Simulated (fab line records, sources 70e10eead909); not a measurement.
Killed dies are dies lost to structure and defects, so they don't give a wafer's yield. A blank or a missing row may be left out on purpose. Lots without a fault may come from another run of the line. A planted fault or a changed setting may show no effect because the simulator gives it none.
fab line records | flow nand_harc
record lots=13 wafers=39 last_day=24
route steps=1159 shown A_STAIRCASE@705 A_M0@1004 A_BONDPAD@1075 END@1159
lots that met no fault: from a run of the same line without faults
start_h: hours from the record's first day to the start of the lot's first wafer shown | wait_h: hours since the lot's step before | " the same as in the row above | L1.1+2: a row that stands for several wafers | - no value, or no start given | * or withheld: withheld | < > ~ a bound
route shown NAME@n: a module of which the file shows steps, and the number in the route of the first | usual: mean/standard deviation of fault-free wafers | same: alike in all rows | chamber/n: place in a boat | sites: the reading at each site | _std_site: their standard deviation | _edge_site: outer sites' mean less inner sites' | radius_mm: how far each site lies from the wafer's centre | mask NAME#n: copy n | behind: the tool/chamber that last shaped the wafer | hold: why the lot was held/for how many hours/how that ended | device: the transistor (n, p or np) that didn't switch | end of line: the same wafers' tests at the end of the route | a step without rows: its recipe alone | killed: dies lost to structure and defects at the first sort, not the wafer's yield | map: a wafer's dies, x killed, . not, _ none there
set.NAME: the setting as run; set.NAME@STEP: as run at that earlier step | model.NAME: the simulator's own value behind a step, which no gauge read
steps of the route over a sample of lots; a table a step, a row a wafer
services: from which hour (start_h, from the record's first day; less than 0 if before it) a tool's chamber was out of use, for how many hours, and why
## steps
# step NHARC_A_STAIRCASE_ALD_420
# recipe target_thk_a=200 pulse_time_s=6 ald_cycles=200 temp_c=300 material=SiO2
# usual heater_power_outer_w=262/18 heater_power_w=471/29 precursor_pulse_height_rel=1.000/0.021 susceptor_temp_C=300.00/0.19
# columns lot.wafer tool chamber start_h wait_h heater_power_outer_w heater_power_w precursor_pulse_height_rel susceptor_temp_C
L349.2 ald_hk-02 2 279.30 - 289 518 1.005 300.03
L349.3 " 3 " " 224 424 0.992 300.11
L349.5 " 3 " " 218 419 0.991 299.78
L347.1 ald_hk-01 1 279.31 - 251 466 1.011 300.10
L347.3 " 0 " " 262 425 1.000 299.72
L347.6 " 2 " " 249 456 1.005 300.15
L346.1 ald_hk-01 2 283.57 - 249 457 1.001 299.86
L346.2 " 0 " " 257 438 0.994 299.89
L346.5 " 2 " " 242 454 0.958 299.67
L350.2 ald_hk-04 1 283.88 - 256 545 1.010 300.14
L350.3 " 2 " " 261 463 1.003 299.97
L350.5 " 0 " " 274 496 0.985 299.96
L351.3 ald_hk-01 1 288.38 - 259 462 1.009 300.03
L351.4 " 3 " " 244 465 1.007 300.21
L351.5 " 0 " " 264 430 1.002 300.36
L348.3 ald_hk-01 2 291.56 - 242 445 0.995 300.11
L348.2 " 0 " " 262 426 1.017 300.21
L348.5 " 2 " " 249 459 1.007 300.08
L356.3 ald_hk-01 1 325.84 - 256 468 0.995 299.95
L356.1 " 3 " " 243 457 1.001 299.72
L356.2 " 0 " " 261 432 0.982 300.15
L359.4 ald_hk-04 3 353.93 - 294 478 0.981 299.89
L359.5 " 0 " " 274 491 0.973 299.64
L359.6 " 1 " " 261 520 0.994 299.87
L361.4 ald_hk-04 2 356.89 - 262 469 0.973 300.18
L361.2 " 3 " " 288 481 0.995 299.96
L361.6 " 1 " " 261 526 1.006 300.02
L365.4 ald_hk-01 1 379.76 - 255 476 1.018 299.86
L365.2 " 3 " " 244 470 1.035 299.64
L365.5 " 2 " " 251 455 0.984 299.92
L364.3 ald_hk-02 3 380.10 - 221 431 1.023 299.95
L364.4 " 0 " " 303 498 1.025 300.23
L364.5 " 1 " " 267 480 0.992 299.96
L367.4 ald_hk-04 3 392.36 - 270 460 0.984 299.87
L367.3 " 1 " " 248 514 1.015 299.96
L367.5 " 3 " " 274 473 1.019 300.11
L368.3 ald_hk-01 3 396.61 - 255 454 1.016 299.84
L368.4 " 2 " " 256 452 1.047 300.10
L368.6 " 3 " " 252 462 0.978 299.88
# step NHARC_A_M0_CD_MEAS_09
# recipe target_cd_nm=80 landing_energy_ev=500
# usual cd_nm=80.1/0.63
# columns lot.wafer tool chamber start_h wait_h cd_nm
L347.1 cd_sem-02 0 400.90 - 80.1
L347.3 " 0 " " 80.1
L347.6 " 0 " " 80.7
L350.2 cd_sem-02 0 405.21 - 79.6
L350.3 " 0 " " 79.9
L350.5 " 0 " " 80.0
L349.2 cd_sem-02 0 406.51 - 79.6
L349.3 " 0 " " 79.9
L349.5 " 0 " " 79.9
L346.1 cd_sem-02 0 407.74 - 80.0
L346.2 " 0 " " 79.0
L346.5 " 0 " " 80.0
L351.3 cd_sem-01 0 410.18 - 80.4
L351.4 " 0 " " 80.4
L351.5 " 0 " " 79.6
L348.2 cd_sem-02 0 413.13 - 79.9
L348.3 " 0 " " 81.0
L348.5 " 0 " " 80.6
L356.1 cd_sem-03 0 458.18 - 80.5
L356.2 " 0 " " 80.4
L356.3 " 0 " " 81.3
L361.2 cd_sem-01 0 478.81 - 80.1
L361.4 " 0 " " 79.9
L361.6 " 0 " " 79.2
L359.4 cd_sem-02 0 482.07 - 79.7
L359.5 " 0 " " 80.3
L359.6 " 0 " " 80.6
L364.3 cd_sem-02 0 508.28 - 80.2
L364.4 " 0 " " 80.1
L364.5 " 0 " " 81.2
L365.2 cd_sem-02 0 508.61 - 79.3
L365.4 " 0 " " 79.2
L365.5 " 0 " " 80.3
L368.3 cd_sem-02 0 522.66 - 79.6
L368.4 " 0 " " 80.2
L368.6 " 0 " " 80.1
L367.3 cd_sem-02 0 532.04 - 80.1
L367.4 " 0 " " 80.2
L367.5 " 0 " " 80.8
# step NHARC_A_M0_THK_MEAS_24
# recipe thk_meas_gauge=xrf
# usual thk_nm=113.4/1.4
# columns lot.wafer tool chamber start_h wait_h thk_nm
L347.1 film_metro-01 - 403.49 - 113.6
L347.3 " - " " 111.4
L347.6 " - " " 113.5
L350.2 film_metro-01 - 407.79 - 116.3
L350.3 " - " " 111.7
L350.5 " - " " 113.6
L349.2 film_metro-02 - 409.10 - 114.7
L349.3 " - " " 115.5
L349.5 " - " " 114.8
L346.1 film_metro-01 - 410.31 - 116.6
L346.2 " - " " 116.0
L346.5 " - " " 115.8
L351.3 film_metro-02 - 412.89 - 112.2
L351.4 " - " " 111.8
L351.5 " - " " 114.8
L348.2 film_metro-02 - 415.63 - 111.2
L348.3 " - " " 111.8
L348.5 " - " " 113.8
L356.1 film_metro-01 - 460.70 - 113.0
L356.2 " - " " 113.1
L356.3 " - " " 114.9
L361.2 film_metro-02 - 481.34 - 113.2
L361.4 " - " " 113.7
L361.6 " - " " 113.7
L359.4 film_metro-01 - 484.58 - 112.7
L359.5 " - " " 112.3
L359.6 " - " " 114.0
L364.3 film_metro-02 - 511.05 - 111.0
L364.4 " - " " 111.9
L364.5 " - " " 110.3
L365.2 film_metro-02 - 511.38 - 112.5
L365.4 " - " " 113.9
L365.5 " - " " 114.5
L368.3 film_metro-02 - 525.16 - 113.4
L368.4 " - " " 116.0
L368.6 " - " " 114.2
L367.3 film_metro-01 - 534.58 - 114.1
L367.4 " - " " 113.1
L367.5 " - " " 113.2
# step NHARC_A_BONDPAD_DESCUM_11
# recipe time_s=3 o2_flow_sccm=200 ar_flow_sccm=0 bias_power_w=0 chemistry=O2
# usual drypump_motor_current_A=5.8/0.33 oes_product_au=1.003/0.01 rf_vpp_V=57.8/0.93 showerhead_plenum_p_Torr=1.89/0.061 throttle_valve_pct=11.311/0.0089
# columns lot.wafer tool chamber start_h wait_h drypump_motor_current_A oes_product_au rf_hours_counter_h rf_vpp_V showerhead_plenum_p_Torr throttle_valve_pct
L347.3 rie_diel-08 0 410.03 - 5.7 1.015 25 56.1 1.89 11.302
L347.1 " 3 " " 5.5 1.023 24 58.4 1.90 11.311
L347.6 " 0 " " 5.7 1.001 - 58.4 1.89 11.315
L350.2 rie_diel-10 0 414.51 - 5.8 0.986 17 58.5 1.89 11.318
L350.3 " 2 " " 5.2 0.985 18 57.5 1.95 11.311
L350.5 " 1 " " 5.2 0.993 - 58.5 1.80 11.302
L349.2 rie_diel-08 2 416.08 - 5.8 1.000 26 57.8 1.77 11.301
L349.3 " 3 " " 5.6 1.007 25 58.9 1.90 11.302
L349.5 " 2 " " 5.8 0.997 - 56.5 1.77 11.322
L346.2 rie_diel-06 2 416.81 - 5.6 0.998 6 58.3 1.96 11.306
L346.1 " 0 " " 5.8 0.998 6 57.6 1.89 11.290
L346.5 " 3 " " 5.4 0.994 - 56.1 1.83 11.315
L351.4 rie_diel-08 0 419.20 - 5.8 0.996 27 57.1 1.89 11.300
L351.3 " 1 " " 6.5 1.021 21 59.2 2.01 11.302
L351.5 " 0 " " 5.8 1.001 - 58.2 1.89 11.311
L348.3 rie_diel-10 3 422.46 - 5.7 0.988 21 56.8 1.93 11.299
L348.2 " 0 " " 5.8 0.985 19 58.9 1.89 11.306
L348.5 " 2 " " 5.2 0.991 - 58.2 1.94 11.312
L356.1 rie_diel-08 0 467.18 - 5.8 1.004 36 57.4 1.89 11.301
L356.3 " 2 " " 5.8 0.990 37 56.6 1.77 11.314
L356.2 " 3 " " 5.6 1.011 36 57.8 1.90 11.304
L361.4 rie_diel-08 2 488.00 - 5.8 0.988 0 56.4 1.77 11.332
L361.2 " 3 " " 5.5 1.005 0 57.4 1.90 11.307
L361.6 " 3 " " 5.5 1.008 - 58.4 1.90 11.321
L359.4 rie_diel-06 0 491.32 - 5.9 1.007 2 57.7 1.89 11.311
L359.5 " 1 " " 6.2 0.989 - 57.6 1.91 11.303
L359.6 " 2 " " 5.7 0.993 - 58.1 1.96 11.316
L364.3 rie_diel-06 3 517.50 - 5.4 1.019 4 56.8 1.83 11.301
L364.4 " 0 " " 5.9 1.014 3 57.3 1.89 11.298
L364.5 " 2 " " 5.6 1.011 - 57.3 1.96 11.331
L365.4 rie_diel-06 0 518.13 - 5.8 1.010 3 57.6 1.89 11.311
L365.2 " 2 " " 5.7 1.001 4 58.3 1.96 11.308
L365.5 " 1 " " 6.2 0.988 - 60.2 1.91 11.316
L368.4 rie_diel-06 0 531.56 - 5.8 1.023 3 58.6 1.89 11.321
L368.3 " 2 " " 5.6 1.021 4 58.6 1.96 11.300
L368.6 " 0 " " 5.8 1.004 - 57.5 1.89 11.309
L367.3 rie_diel-06 1 541.73 - 6.2 1.001 5 56.6 1.91 11.312
L367.5 " 1 " " 6.2 0.999 - 57.8 1.91 11.313
L367.4 " 0 " " 5.8 1.004 - 59.0 1.89 11.310
# step NHARC_END_SORT_01
# recipe temp_c=25
# usual killed_at_array=29/11 killed_at_other=0.6/0.75 killed_at_periphery=3.1/2.1 killed_dies=32/11 killed_open=3.0/1.8 killed_short=1.8/1.3
# same gross_dies=677
# columns lot.wafer tool chamber start_h wait_h killed_at_array killed_at_other killed_at_periphery killed_dies killed_open killed_short
L348.2 prober-02 0 467.54 2.8 99 0 7 106 3 2
L348.3 prober-02 0 468.33 3.1 113 0 4 117 2 1
L348.5 prober-02 0 469.92 3.7 110 0 0 110 1 4
L356.1 prober-02 0 498.57 2.5 95 1 3 99 0 1
L356.2 prober-02 0 499.37 2.8 117 0 4 121 1 2
L356.3 prober-02 0 500.17 3.1 45 0 5 50 6 2
# killed by level:class
L348.2 A_STAIRCASE:unspecified=87 A_CHANNEL_HOLE_D1:chamber_film_flake=8 P_CONTACT:geometric_particle:open=3 A_CONTACT:chamber_film_flake=3 P_CONTACT:chamber_film_flake=2 P_GATE:geometric_particle:short=1 P_CONTACT:geometric_particle:short=1 A_WL_FILL:chamber_film_flake=1
L348.3 A_STAIRCASE:unspecified=99 A_CHANNEL_HOLE_D1:chamber_film_flake=10 A_CONTACT:chamber_film_flake=2 P_CONTACT:geometric_particle:open=1 A_STAIRCASE:geometric_particle:short=1 A_SGD_CUT:geometric_particle:open=1 P_ZERO_WELL:chamber_film_flake=1 P_STI:chamber_film_flake=1
L348.5 A_STAIRCASE:unspecified=88 A_CHANNEL_HOLE_D1:chamber_film_flake=13 A_WL_FILL:chamber_film_flake=2 A_ONON_D1:geometric_particle:short=1 A_CHANNEL_HOLE_D1:geometric_particle:open=1 A_STAIRCASE:geometric_particle:short=1 A_WL_FILL:geometric_particle:short=1 A_CONTACT:geometric_particle:short=1
L356.1 A_STAIRCASE:unspecified=88 A_SLIT:chamber_film_flake=4 A_CHANNEL_FILL_D1:geometric_particle:short=1 P_ZERO_WELL:chamber_film_flake=1 P_STI:chamber_film_flake=1 P_M1:chamber_film_flake=1 A_CHANNEL_FILL_D1:chamber_film_flake=1 A_M1:chamber_film_flake=1
L356.2 A_STAIRCASE:unspecified=97 A_CHANNEL_HOLE_D1:chamber_film_flake=8 A_SLIT:chamber_film_flake=7 P_CONTACT:chamber_film_flake=2 A_CHANNEL_FILL_D1:geometric_particle:open=1 A_CHANNEL_FILL_D1:geometric_particle:short=1 A_CONTACT:geometric_particle:short=1 P_STI:chamber_film_flake=1
L356.3 A_STAIRCASE:unspecified=24 A_SLIT:chamber_film_flake=10 A_CHANNEL_HOLE_D1:chamber_film_flake=4 A_M0:geometric_particle:open=2 P_GATE:geometric_particle:open=1 P_CONTACT:geometric_particle:open=1 A_CHANNEL_FILL_D1:geometric_particle:short=1 A_SGD_CUT:geometric_particle:short=1
## services
# columns tool chamber start_h hours kind
rie_diel-10 1 273.55 9.4 repair
rie_diel-06 0 274.72 - clean
rie_diel-06 1 277.21 8.5 repair
ald_hk-02 - 283.32 10.0 pm
rie_diel-08 - 301.82 9.0 pm
ald_hk-01 - 318.75 0.8 repair
ald_hk-04 - 359.69 0.5 repair
ald_hk-04 - 364.89 10.0 pm
ald_hk-01 1 407.45 10.0 vent_cycle
ald_hk-01 2 407.45 10.0 vent_cycle
ald_hk-01 3 407.45 10.0 vent_cycle
ald_hk-01 0 417.45 - clean
ald_hk-01 1 417.45 - clean
ald_hk-01 2 417.45 - clean
ald_hk-01 3 417.45 - clean
rie_diel-06 - 418.22 9.0 pm
ald_hk-02 - 449.46 1.1 repair
ald_hk-02 - 461.32 10.0 pm
rie_diel-06 0 463.37 13.0 repair
rie_diel-10 3 468.39 1.6 repair
rie_diel-08 - 478.82 9.0 pm
rie_diel-10 - 530.52 9.0 pm
rie_diel-08 1 535.80 9.2 repair
rie_diel-06 2 540.01 1.9 repair
## key
first_sign step=NHARC_END_SORT_01 reading=killed_at_array direction=up sigmas=6.3 usual=29 struck=96
effect step=NHARC_END_SORT_01 reading=killed_dies direction=up sigmas=6.1 usual=32 struck=100
more_kills_born_at NHARC_A_STAIRCASE_ALD_420@ald_hk-01=483
met_at NHARC_A_STAIRCASE_ALD_420
struck_lots L348,L356
tester_left_out L348,L356
not_acting_at NHARC_A_M0_CD_MEAS_09,NHARC_A_M0_THK_MEAS_24,NHARC_A_BONDPAD_DESCUM_11
onset_between 288.38 291.56
fault kind=chamber_particle_source tool=ald_hk-01 chamber=- onset_h=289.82 steps=NHARC_A_STAIRCASE_ALD_420 rate_per_visit_cm2=1.3132 end_h=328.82
# tester_left_out: of these lots the tester's yield and bins aren't shown, on N5 and GAA mostly nor the transistor test; their killed dies are dies lost to structure and defects alone, not to doping, threshold or leakage, so they don't give the yield
